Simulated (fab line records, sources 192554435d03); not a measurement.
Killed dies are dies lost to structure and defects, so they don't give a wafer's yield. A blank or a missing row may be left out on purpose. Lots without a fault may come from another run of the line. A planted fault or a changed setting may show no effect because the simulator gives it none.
fab line records | flow n5_finfet
record lots=7 wafers=21
route steps=1938 shown BEOL_M0_SAQP@646 BEOL_M1@758 BEOL_M2@890 BEOL_M3@998 BEOL_M4@1070 BEOL_M5@1120
start_h: hours from the record's first day to the start of the lot's first wafer shown | wait_h: hours since the lot's step before | " the same as in the row above | L1.1+2: a row that stands for several wafers | - no value, or no start given | * or withheld: withheld | < > ~ a bound
route shown NAME@n: a module of which the file shows steps, and the number in the route of the first | usual: mean/standard deviation of fault-free wafers | same: alike in all rows | chamber/n: place in a boat | sites: the reading at each site | _std_site: their standard deviation | _edge_site: outer sites' mean less inner sites' | radius_mm: how far each site lies from the wafer's centre | mask NAME#n: copy n | behind: the tool/chamber that last shaped the wafer | hold: why the lot was held/for how many hours/how that ended | device: the transistor (n, p or np) that didn't switch | end of line: the same wafers' tests at the end of the route | a step without rows: its recipe alone | killed: dies lost to structure and defects at the first sort, not the wafer's yield | map: a wafer's dies, x killed, . not, _ none there
set.NAME: the setting as run; set.NAME@STEP: as run at that earlier step | model.NAME: the simulator's own value behind a step, which no gauge read
lots whose settings were changed on purpose; a table a step, a row a wafer
## steps
# step N5_BEOL_M0_SAQP_EXPOSE_11
# recipe mask_id=M0_CORE na=1.35 source_shape=dipole sigma_inner=0.538 sigma_outer=0.738 polarization=te target_cd_nm=42 dose_mj=55
# columns lot.wafer tool chamber start_h wait_h mask set.dose_mj
L076.1+4+6 arfi_scanner-01 0 118.99 - M0_CORE#0 55
L077.4+6 arfi_scanner-01 0 127.36 - M0_CORE#0 55
L077.5 " 0 " " M0_CORE#0 51.89
L078.1+3 arfi_scanner-02 0 129.32 - M0_CORE#0 57.05
L078.5 " 0 " " M0_CORE#0 55
L083.2 arfi_scanner-01 0 164.13 - M0_CORE#0 55
L083.4+6 " 0 " " M0_CORE#0 56.93
L089.2+4+6 arfi_scanner-01 0 198.50 - M0_CORE#0 57.65
L090.1+3 arfi_scanner-03 0 202.74 - M0_CORE#0 55
L090.5 " 0 " " M0_CORE#0 53.25
L096.2+5+6 arfi_scanner-01 0 241.27 - M0_CORE#0 55
# step N5_BEOL_M0_SAQP_PEB_12
# recipe peb_temp_c=withheld peb_time_s=60 resist=CAR-ArF
# step N5_BEOL_M0_SAQP_DEVELOP_13
# recipe develop_time_s=30 developer=TMAH resist=CAR-ArF dev_temp_c=23 rinse_liquid=diw dry=air_spin
# step N5_BEOL_M0_SAQP_CD_MEAS_14
# recipe target_cd_nm=42.5 landing_energy_ev=500 detector=se_inlens
# usual cd_nm=42.44/0.29
# columns lot.wafer tool chamber start_h wait_h set.dose_mj@BEOL_M0_SAQP_EXPOSE_11 cd_nm
L076.1 cd_sem-01 0 119.11 - 55 41.85
L076.4 " 0 " " 55 42.00
L076.6 " 0 " " 55 42.38
L077.4 cd_sem-03 0 127.47 - 55 42.86
L077.5 " 0 " " 51.89 44.57
L077.6 " 0 " " 55 42.16
L078.1 cd_sem-03 0 129.45 - 57.05 41.10
L078.3 " 0 " " 57.05 41.21
L078.5 " 0 " " 55 42.34
L083.2 cd_sem-03 0 164.26 - 55 42.37
L083.4 " 0 " " 56.93 41.53
L083.6 " 0 " " 56.93 41.70
L089.2 cd_sem-01 0 198.63 - 57.65 40.98
L089.4 " 0 " " 57.65 40.94
L089.6 " 0 " " 57.65 40.97
L090.1 cd_sem-01 0 202.87 - 55 42.35
L090.3 " 0 " " 55 42.66
L090.5 " 0 " " 53.25 43.38
L096.2 cd_sem-01 0 241.39 - 55 42.17
L096.5 " 0 " " 55 42.41
L096.6 " 0 " " 55 42.24
# step N5_BEOL_M0_SAQP_ETCH_101
# recipe chemistry=CH3F/O2 target=SiNx mask_material=SiO2 target_depth_a=299 time_s=42.7 pressure_mtorr=30 source_w=395 bias_w=73 Ar_flow_sccm=150 CH3F_flow_sccm=30 O2_flow_sccm=20 ion_energy_ev=120
# step N5_BEOL_M0_SAQP_ETCH_102
# recipe chemistry=CF4 target=SiO2 target_depth_a=40 ion_energy_ev=350 time_s=4.4 pressure_mtorr=10 icp_w=800 bias_w=400 cf4_flow_sccm=80
# step N5_BEOL_M0_SAQP_MANDREL_ETCH_103
# recipe chemistry=HBr/Cl2 target=a-Si target_depth_a=450 bt_time_s=10 stop_on=SiCN mask_material=SiO2 over_etch_frac=0.8 time_s=27 pressure_mtorr=10 icp_w=800 bias_w=75 HBr_flow_sccm=150 Cl2_flow_sccm=80 ends=end_point
# usual oes_product_au=0.683/0.013
# columns lot.wafer tool chamber start_h wait_h set.time_s@BEOL_M0_SAQP_PECVD_96 oes_product_au model.etch.depth_nm
L076.1 rie_si-04 0 121.30 0.0 45.2 0.696 44.53
L076.4 " 1 " " 45.2 0.685 45.12
L076.6 " 1 " " 45.2 0.694 45.57
L077.4 rie_si-01 1 129.44 0.0 45.2 0.669 45.28
L077.5 " 0 " " 45.2 0.687 45.83
L077.6 " 3 " " 51.69 0.758 51.34
L078.1 rie_si-04 1 131.80 0.0 45.2 0.694 45.58
L078.3 " 2 " " 45.2 0.673 45.25
L078.5 " 2 " " 50.43 0.724 51.58
L083.2 rie_si-03 0 166.11 0.0 45.2 0.669 44.5
L083.4 " 0 " " 45.2 0.674 44.66
L083.6 " 1 " " 45.2 0.689 44.57
L089.2 rie_si-04 2 200.59 0.0 45.2 0.670 45.66
L089.4 " 1 " " 43.43 0.672 43.68
L089.6 " 1 " " 43.43 0.669 43.79
L090.1 rie_si-03 1 204.70 0.0 45.2 0.679 44.59
L090.3 " 2 " " 39.17 0.613 38.49
L090.5 " 0 " " 39.17 0.619 38.97
L096.2 rie_si-01 0 243.50 0.0 45.2 0.674 44.89
L096.5 " 2 " " 50.54 0.740 50.88
L096.6 " 1 " " 50.54 0.728 51.06
# step N5_BEOL_M0_SAQP_ETCH_107
# recipe chemistry=CH3F/O2 target=SiNx target_depth_a=300 mask_material=SOC pressure_mtorr=30 source_w=395 bias_w=73 Ar_flow_sccm=150 CH3F_flow_sccm=30 O2_flow_sccm=20 ion_energy_ev=120
# columns lot.wafer tool chamber start_h wait_h set.source_w set.time_s@BEOL_M0_SAQP_PECVD_96 model.a-Si_of_BEOL_M0_SAQP_PECVD_96.thk_nm model.BEOL_M0_SAQP.feature_depth_nm
L076.1 rie_diel-02 2 121.89 0.0 395 45.2 44 30
L076.4 " 0 " " 395 45.2 44.6 30
L076.6 " 3 " " 395 45.2 45 30.2
L077.4 rie_diel-06 2 130.00 0.0 349.5 45.2 44.8 28.6
L077.5 " 0 " " 349.5 45.2 45.2 28.2
L077.6 " 3 " " 349.5 51.69 50.8 28.2
L078.1 rie_diel-06 3 132.44 0.0 358.6 45.2 45 28.4
L078.3 " 2 " " 395 45.2 44.6 30.4
L078.5 " 1 " " 395 50.43 51 30.2
L083.2+4 rie_diel-01 1,2 166.70 0.0 395 45.2 44 29.8
L083.6 " 0 " " 395 45.2 44 30
L089.2 rie_diel-06 0 201.18 0.0 335.2 45.2 45.2 27.4
L089.4 " 1 " " 395 43.43 43 29.8
L089.6 " 1 " " 335.2 43.43 43.2 28
L090.1 rie_diel-06 2 205.36 0.0 395 45.2 44 29
L090.3 " 0 " " 455.7 39.17 37.8 30.4
L090.5 " 3 " " 455.7 39.17 38.4 30.4
L096.2 rie_diel-06 0 244.31 0.0 395 45.2 44.4 29.4
L096.5 " 2 " " 395 50.54 50.2 29.8
L096.6 " 3 " " 395 50.54 50.4 29.4
# step N5_BEOL_M0_SAQP_COAT_87
# recipe resist=underlayer temp_c=205 time_s=60 spin_rpm=1500 resist_thk_nm=5
# columns lot.wafer tool chamber start_h wait_h set.spin_rpm
L076.1+4+6 litho_track-05 0 - - 1500
L077.4 litho_track-03 0 - - 1500
L077.5+6 " 0 " " 1659
L078.1+3 litho_track-03 0 - - 1616
L078.5 " 0 " " 1500
L083.2+4 litho_track-02 0 - - 1500
L083.6 " 0 " " 1665
L089.2 litho_track-02 0 - - 1500
L089.4+6 " 0 " " 1648
L090.1+3+5 litho_track-02 0 - - 1500
L096.2 litho_track-05 0 - - 1444
L096.5+6 " 0 " " 1500
# step N5_BEOL_M0_SAQP_COAT_34
# recipe resist=CAR-EUV spin_rpm=1500 resist_thk_nm=30
# step N5_BEOL_M0_SAQP_EBR_36
# recipe solvent=PGMEA ebr_width_mm=1.5
# step N5_BEOL_M0_SAQP_DESCUM_45
# recipe chemistry=O2 time_s=7 source_power_w=50 bias_power_w=20 pressure_mtorr=20 rf_frequency_hz=2.712e+07 temp_c=40 resist=CAR-EUV o2_flow_sccm=225
# step N5_BEOL_M0_SAQP_ETCH_88
# recipe chemistry=N2/H2 target=underlayer target_depth_a=65 time_s=5.2 ion_energy_ev=200 mask_material=CAR-EUV pressure_mtorr=30 source_w=840 bias_w=150 n2_flow_sccm=200 h2_flow_sccm=200 ends=cleared
# usual etch_rf_on_time_s=5.19/0.069
# columns lot.wafer tool chamber start_h wait_h set.spin_rpm@BEOL_M0_SAQP_COAT_87 etch_rf_on_time_s model.etch.depth_nm
L076.1 rie_diel-02 0 123.51 0.0 1500 5.13 5.023
L076.4 " 3 " " 1500 5.07 5.006
L076.6 " 3 " " 1500 5.10 5.027
L077.4 rie_diel-06 1 132.15 0.0 1500 5.12 5.021
L077.5 " 2 " " 1659 4.92 4.768
L077.6 " 3 " " 1659 4.95 4.769
L078.1 rie_diel-06 2 134.10 0.0 1616 5.06 4.803
L078.3 " 1 " " 1616 4.91 4.805
L078.5 " 2 " " 1500 5.18 4.967
L083.2 rie_diel-01 1 168.54 0.0 1500 5.13 5.006
L083.4 " 3 " " 1500 5.17 5.022
L083.6 " 2 " " 1665 4.94 4.768
L089.2 rie_diel-06 1 202.70 0.0 1500 5.28 5.032
L089.4 " 3 " " 1648 5.05 4.793
L089.6 " 2 " " 1648 5.02 4.792
L090.1 rie_diel-01 1 206.95 0.0 1500 5.22 5.054
L090.3 " 2 " " 1500 5.23 5.037
L090.5 " 3 " " 1500 5.13 5.035
L096.2 rie_diel-02 3 245.80 0.0 1444 5.27 5.114
L096.5 " 1 " " 1500 5.20 5.021
L096.6 " 2 " " 1500 5.22 5.022
# step N5_BEOL_M1_COAT_05
# recipe resist=CAR-EUV spin_rpm=1500 resist_thk_nm=30
# columns lot.wafer tool chamber start_h wait_h set.spin_rpm model.CAR-EUV_of_BEOL_M1_COAT_05.thk_nm
L076.1 litho_track-01 0 - - 1500 30.2
L076.4+6 " 0 " " 1500 30
L077.4+5 litho_track-01 0 - - 1500 30
L077.6 " 0 " " 1500 30.2
L078.1 litho_track-01 0 - - 1654 28.8
L078.3+5 " 0 " " 1500 30.2
L083.2 litho_track-02 0 - - 1547 29.6
L083.4+6 " 0 " " 1500 30
L089.2 litho_track-03 0 - - 1629 28.6
L089.4 " 0 " " 1629 28.8
L089.6 " 0 " " 1500 29.8
L090.1+3 litho_track-01 0 - - 1622 28.8
L090.5 " 0 " " 1500 30
L096.2+5 litho_track-01 0 - - 1500 30
L096.6 " 0 " " 1439 30.6
# step N5_BEOL_M1_EBR_07
# recipe solvent=PGMEA ebr_width_mm=1.5
# step N5_BEOL_M1_SOFTBAKE_06
# recipe temp_c=110 time_s=60 resist=CAR-EUV
# step N5_BEOL_M1_EXPOSE_08
# recipe mask_id=M1 na=0.33 source_shape=dipole sigma_inner=0.369 sigma_outer=0.767 polarization=unpolarized dose_mj=33
# step N5_BEOL_M1_PEB_09
# recipe peb_temp_c=100 peb_time_s=60 resist=CAR-EUV
# step N5_BEOL_M1_DEVELOP_10
# recipe develop_time_s=30 developer=TMAH resist=CAR-EUV rinse_liquid=surfactant_rinse dry=air_spin dev_temp_c=23
# columns lot.wafer tool chamber start_h wait_h set.spin_rpm@BEOL_M1_COAT_05 model.CAR-EUV_of_BEOL_M1_COAT_05.thk_nm
L076.1+4+6 litho_track-03 0 - - 1500 29.6
L077.4+5+6 litho_track-02 0 - - 1500 29.6
L078.1 litho_track-02 0 - - 1654 28.2
L078.3+5 " 0 " " 1500 29.8
L083.2 litho_track-01 0 - - 1547 29.2
L083.4+6 " 0 " " 1500 29.6
L089.2+4 litho_track-01 0 - - 1629 28.2
L089.6 " 0 " " 1500 29.4
L090.1+3 litho_track-03 0 - - 1622 28.4
L090.5 " 0 " " 1500 29.6
L096.2+5 litho_track-03 0 - - 1500 29.6
L096.6 " 0 " " 1439 30.2
# step N5_BEOL_M1_ETCH_64
# recipe chemistry=N2/H2 target=SOC target_depth_a=750 overetch_a=150 mask_material=SiARC temp_c=40 time_s=112.5 ion_energy_ev=200 pressure_mtorr=30 source_w=840 bias_w=150 n2_flow_sccm=200 h2_flow_sccm=200
# usual rf_vpp_V=522.5/2.8
# columns lot.wafer tool chamber start_h wait_h set.bias_w rf_vpp_V model.SiARC_of_BEOL_M1_COAT_62.thk_nm
L076.1 rie_diel-01 2 132.48 0.0 150 524.4 6.8
L076.4 " 3 " " 150 524.2 6.8
L076.6 " 1 " " 150 526.4 6.8
L077.4 rie_diel-02 3 140.24 0.0 136.7 495.5 7.2
L077.5 " 3 " " 150 523.1 6.8
L077.6 " 2 " " 136.7 491.8 7.4
L078.1 rie_diel-01 2 145.22 0.0 150 524.2 7
L078.3 " 3 " " 150 522.8 6.8
L078.5 " 1 " " 150 525.5 6.8
L083.2 rie_diel-06 3 179.30 0.0 166.7 555.3 6.2
L083.4 " 2 " " 150 520.1 7
L083.6 " 3 " " 166.7 557.3 6.2
L089.2 rie_diel-06 1 211.34 0.0 150 519.9 6.8
L089.4 " 2 " " 150 520.2 7
L089.6 " 1 " " 150 522.3 6.8
L090.1 rie_diel-02 0 217.56 0.0 150 527.8 6.8
L090.3 " 2 " " 150 522.0 7
L090.5 " 3 " " 150 524.1 6.8
L096.2 rie_diel-01 0 257.30 0.0 150 517.6 6.6
L096.5 " 1 " " 164.3 558.7 6.2
L096.6 " 2 " " 150 523.1 6.8
# step N5_BEOL_M2_TRENCH_ETCH_37
# recipe chemistry=C4F6/O2 target_depth_a=555.55 target=SiOC time_s=29.2 ion_energy_ev=250 pressure_mtorr=30 source_w=355 bias_w=185 Ar_flow_sccm=300 C4F6_flow_sccm=10 O2_flow_sccm=10
# usual rf_vpp_V=668/8.2
# columns lot.wafer tool chamber start_h wait_h set.source_w rf_vpp_V model.etch.depth_nm model.BEOL_M2.feature_depth_nm
L076.1 rie_diel-04 1 - - 355 664 55.19 55.2
L076.4 " 3 " " 355 656 53.66 53.6
L076.6 " 1 " " 355 663 54.91 55
L077.4 rie_diel-03 3 - - 355 673 55.63 55.6
L077.5 " 0 " " 355 659 55.86 55.8
L077.6 " 3 " " 355 673 55.93 56
L078.1 rie_diel-05 2 - - 403 613 58.61 58.6
L078.3 " 0 " " 355 671 55.56 55.6
L078.5 " 2 " " 403 614 58.54 58.6
L083.2 rie_diel-05 2 - - 355 654 56 56
L083.4 " 2 " " 375 636 57.15 57.2
L083.6 " 2 " " 355 655 55.81 55.8
L089.2 rie_diel-04 0 - - 413.1 624 60.92 61
L089.4 " 2 " " 413.1 607 60.19 60.2
L089.6 " 1 " " 413.1 614 59.76 59.8
L090.1 rie_diel-03 1 - - 355 670 55.61 55.6
L090.3 " 2 " " 355 678 54.33 54.4
L090.5 " 0 " " 355 660 55.59 55.6
L096.2 rie_diel-05 2 - - 405.2 612 58.84 58.8
L096.5 " 0 " " 355 669 55.42 55.4
L096.6 " 1 " " 405.2 627 59.3 59.2
# step N5_BEOL_M2_ETCH_41
# recipe chemistry=CH3F/O2 target=SiCN target_depth_a=299 taper_deg=2 time_s=52.5 ion_energy_ev=120 mask_material=TiN pressure_mtorr=30 source_w=395 bias_w=75 Ar_flow_sccm=150 CH3F_flow_sccm=30 O2_flow_sccm=20
# step N5_BEOL_M2_STRIP_97
# recipe chemistry=N2/H2 time_s=10 power_w=450 temp_c=40 pressure_mtorr=20 rf_frequency_hz=6e+07 bias_power_w=7 n2_flow_sccm=200 h2_flow_sccm=200
# step N5_BEOL_M2_OCD_MEAS_38
# usual trench_depth_nm=55.4/0.87
# columns lot.wafer tool chamber start_h wait_h set.source_w@BEOL_M2_TRENCH_ETCH_37 trench_depth_nm
L076.1 ocd-01 - 151.79 - 355 55.1
L076.4 " - " " 355 53.4
L076.6 " - " " 355 54.9
L077.4 ocd-01 - 155.27 - 355 56.0
L077.5 " - " " 355 55.1
L077.6 " - " " 355 55.6
L078.1 ocd-01 - 162.04 - 403 59.1
L078.3 " - " " 355 55.3
L078.5 " - " " 403 58.3
L083.2 ocd-02 - 193.36 - 355 55.6
L083.4 " - " " 375 57.0
L083.6 " - " " 355 55.2
L089.2 ocd-02 - 228.52 - 413.1 60.6
L089.4 " - " " 413.1 60.4
L089.6 " - " " 413.1 60.6
L090.1 ocd-02 - 240.90 - 355 55.4
L090.3 " - " " 355 54.3
L090.5 " - " " 355 55.4
L096.2 ocd-02 - 279.68 - 405.2 58.9
L096.5 " - " " 355 55.2
L096.6 " - " " 405.2 59.4
# step N5_BEOL_M3_SPUTTER_81
# recipe material=Cu target_thk_a=45 temp_c=-20 chamber_pressure_pa=0.07 power_w=withheld time_s=8.29
# columns lot.wafer tool chamber start_h wait_h set.time_s model.Cu_of_BEOL_M3_SPUTTER_81.thk_nm
L076.1+4+6 pvd_sputter-03 - 164.88 0.1 8.29 4.4
L077.4+5+6 pvd_sputter-02 - 169.62 0.0 8.29 4.2
L078.1 pvd_sputter-01 - 172.75 0.1 8.29 4.6
L078.3 " - " " 8.864 -
L078.5 " - " " 8.864 4.8
L083.2+4+6 pvd_sputter-01 - 204.01 0.1 8.29 4.6
L089.2 pvd_sputter-03 - 239.15 0.1 7.284 4
L089.4 " - " " 7.284 -
L089.6 " - " " 8.29 4.6
L090.1+3 pvd_sputter-01 - 257.12 0.1 8.29 4.4
L090.5 " - " " 9.15 5
L096.2 pvd_sputter-03 - 298.66 0.1 7.941 -
L096.5 " - " " 8.29 4.6
L096.6 " - " " 7.941 4.2
# step N5_BEOL_M4_TRENCH_ETCH_37
# recipe chemistry=C4F6/O2 target_depth_a=555.55 target=SiOC time_s=29.2 ion_energy_ev=250 pressure_mtorr=30 source_w=355 bias_w=185 Ar_flow_sccm=300 C4F6_flow_sccm=10 O2_flow_sccm=10
# usual rf_vpp_V=666/8.2
# columns lot.wafer tool chamber start_h wait_h set.bias_w rf_vpp_V
L076.1 rie_diel-04 1 - - 185 662
L076.4 " 2 " " 185 655
L076.6 " 3 " " 185 657
L077.4 rie_diel-03 3 - - 185 673
L077.5 " 0 " " 203.2 709
L077.6 " 3 " " 203.2 725
L078.1 rie_diel-03 2 - - 185 680
L078.3 " 3 " " 164.3 614
L078.5 " 0 " " 185 660
L083.2 rie_diel-05 1 - - 185 672
L083.4 " 0 " " 185 671
L083.6 " 1 " " 201.7 719
L089.2 rie_diel-04 3 - - 218.2 759
L089.4 " 1 " " 218.2 756
L089.6 " 0 " " 185 674
L090.1 rie_diel-04 1 - - 185 662
L090.3 " 2 " " 195.8 684
L090.5 " 0 " " 195.8 707
L096.2 rie_diel-04 2 - - 175.8 628
L096.5 " 0 " " 185 675
L096.6 " 3 " " 185 666
# step N5_BEOL_M5_COAT_05
# recipe resist=CAR-EUV spin_rpm=1500 resist_thk_nm=30
# columns lot.wafer tool chamber start_h wait_h set.spin_rpm model.CAR-EUV_of_BEOL_M5_COAT_05.thk_nm
L076.1 litho_track-01 0 - - 1500 30.2
L076.4+6 " 0 " " 1500 30
L077.4+5+6 litho_track-04 0 - - 1500 30
L078.1 litho_track-05 0 - - 1500 30.2
L078.3+5 " 0 " " 1555 29.8
L083.2+4 litho_track-05 0 - - 1454 30.6
L083.6 " 0 " " 1500 30.2
L089.2+4 litho_track-01 0 - - 1431 30.6
L089.6 " 0 " " 1500 30
L090.1 litho_track-04 0 - - 1500 30
L090.3+5 " 0 " " 1654 28.6
L096.2+5 litho_track-04 0 - - 1500 30
L096.6 " 0 " " 1500 30.2
# step N5_BEOL_M5_EBR_07
# recipe solvent=PGMEA ebr_width_mm=1.5
# step N5_BEOL_M5_SOFTBAKE_06
# recipe temp_c=110 time_s=60 resist=CAR-EUV
# step N5_BEOL_M5_EXPOSE_08
# recipe mask_id=M5 na=0.33 source_shape=annular sigma_inner=0.4 sigma_outer=0.8 polarization=unpolarized target_cd_nm=28 dose_mj=35.75
# step N5_BEOL_M5_PEB_09
# recipe peb_temp_c=100 peb_time_s=60 resist=CAR-EUV
# step N5_BEOL_M5_DEVELOP_10
# recipe develop_time_s=30 developer=TMAH resist=CAR-EUV rinse_liquid=surfactant_rinse dry=air_spin dev_temp_c=23
# columns lot.wafer tool chamber start_h wait_h set.spin_rpm@BEOL_M5_COAT_05 model.CAR-EUV_of_BEOL_M5_COAT_05.thk_nm
L076.1+4+6 litho_track-05 0 - - 1500 29.6
L077.4+5+6 litho_track-01 0 - - 1500 29.6
L078.1 litho_track-05 0 - - 1500 29.8
L078.3 " 0 " " 1555 29.4
L078.5 " 0 " " 1555 29.2
L083.2+4 litho_track-01 0 - - 1454 30.2
L083.6 " 0 " " 1500 29.8
L089.2+4 litho_track-04 0 - - 1431 30.2
L089.6 " 0 " " 1500 29.6
L090.1 litho_track-04 0 - - 1500 29.6
L090.3+5 " 0 " " 1654 28.2
L096.2+5+6 litho_track-04 0 - - 1500 29.6
# step N5_BEOL_M5_COAT_66
# recipe resist=SiARC temp_c=220 time_s=60 spin_rpm=1500 resist_thk_nm=12
# columns lot.wafer tool chamber start_h wait_h set.spin_rpm model.SiARC_of_BEOL_M5_COAT_66.thk_nm
L076.1+4+6 litho_track-04 0 - - 1500 12
L077.4+6 litho_track-01 0 - - 1500 12
L077.5 " 0 " " 1666 11.4
L078.1 litho_track-01 0 - - 1614 11.6
L078.3+5 " 0 " " 1500 12
L083.2+4+6 litho_track-04 0 - - 1500 12
L089.2+4+6 litho_track-05 0 - - 1500 12
L090.1+5 litho_track-05 0 - - 1500 12
L090.3 " 0 " " 1572 11.6
L096.2+5+6 litho_track-04 0 - - 1417 12.4
## key
split step=N5_BEOL_M0_SAQP_EXPOSE_11 setting=dose_mj stated=55 by=wafer
response step=N5_BEOL_M0_SAQP_CD_MEAS_14 reading=cd_nm change=-0.315 per=1% r=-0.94
split step=N5_BEOL_M0_SAQP_ETCH_107 setting=source_w stated=395 by=wafer
response step=N5_BEOL_M0_SAQP_ETCH_107 reading=model.BEOL_M0_SAQP.feature_depth_nm change=+0.129 per=1% r=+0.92
split step=N5_BEOL_M0_SAQP_COAT_87 setting=spin_rpm stated=1500 by=wafer
response step=N5_BEOL_M0_SAQP_ETCH_88 reading=etch_rf_on_time_s change=* per=1% r=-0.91
response step=N5_BEOL_M0_SAQP_ETCH_88 reading=model.etch.depth_nm change=-0.0231 per=1% r=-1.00
split step=N5_BEOL_M1_COAT_05 setting=spin_rpm stated=1500 by=wafer
response step=N5_BEOL_M1_COAT_05 reading=model.CAR-EUV_of_BEOL_M1_COAT_05.thk_nm change=-0.137 per=1% r=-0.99
response step=N5_BEOL_M1_DEVELOP_10 reading=model.CAR-EUV_of_BEOL_M1_COAT_05.thk_nm change=-0.148 per=1% r=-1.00
split step=N5_BEOL_M1_ETCH_64 setting=bias_w stated=150 by=wafer
response step=N5_BEOL_M1_ETCH_64 reading=rf_vpp_V change=+3.51 per=1% r=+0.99
response step=N5_BEOL_M1_ETCH_64 reading=model.SiARC_of_BEOL_M1_COAT_62.thk_nm change=-0.0617 per=1% r=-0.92
split step=N5_BEOL_M2_TRENCH_ETCH_37 setting=source_w stated=355 by=wafer
response step=N5_BEOL_M2_TRENCH_ETCH_37 reading=rf_vpp_V change=-3.83 per=1% r=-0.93
response step=N5_BEOL_M2_TRENCH_ETCH_37 reading=model.etch.depth_nm change=+0.24 per=1% r=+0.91
response step=N5_BEOL_M2_TRENCH_ETCH_37 reading=model.BEOL_M2.feature_depth_nm change=+0.238 per=1% r=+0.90
response step=N5_BEOL_M2_OCD_MEAS_38 reading=trench_depth_nm change=+0.266 per=1% r=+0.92
split step=N5_BEOL_M3_SPUTTER_81 setting=time_s stated=8.29 by=wafer
response step=N5_BEOL_M3_SPUTTER_81 reading=model.Cu_of_BEOL_M3_SPUTTER_81.thk_nm change=+0.0523 per=1% r=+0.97
split step=N5_BEOL_M4_TRENCH_ETCH_37 setting=bias_w stated=185 by=wafer
response step=N5_BEOL_M4_TRENCH_ETCH_37 reading=rf_vpp_V change=+4.95 per=1% r=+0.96
split step=N5_BEOL_M5_COAT_05 setting=spin_rpm stated=1500 by=wafer
response step=N5_BEOL_M5_COAT_05 reading=model.CAR-EUV_of_BEOL_M5_COAT_05.thk_nm change=-0.133 per=1% r=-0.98
response step=N5_BEOL_M5_DEVELOP_10 reading=model.CAR-EUV_of_BEOL_M5_COAT_05.thk_nm change=-0.135 per=1% r=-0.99
split step=N5_BEOL_M5_COAT_66 setting=spin_rpm stated=1500 by=wafer
response step=N5_BEOL_M5_COAT_66 reading=model.SiARC_of_BEOL_M5_COAT_66.thk_nm change=-0.0571 per=1% r=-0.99
split outside_this_file step=N5_BEOL_M0_SAQP_PECVD_96 setting=time_s
# split outside_this_file: this setting was split too, and the file shows its column; the key of that split is in another file
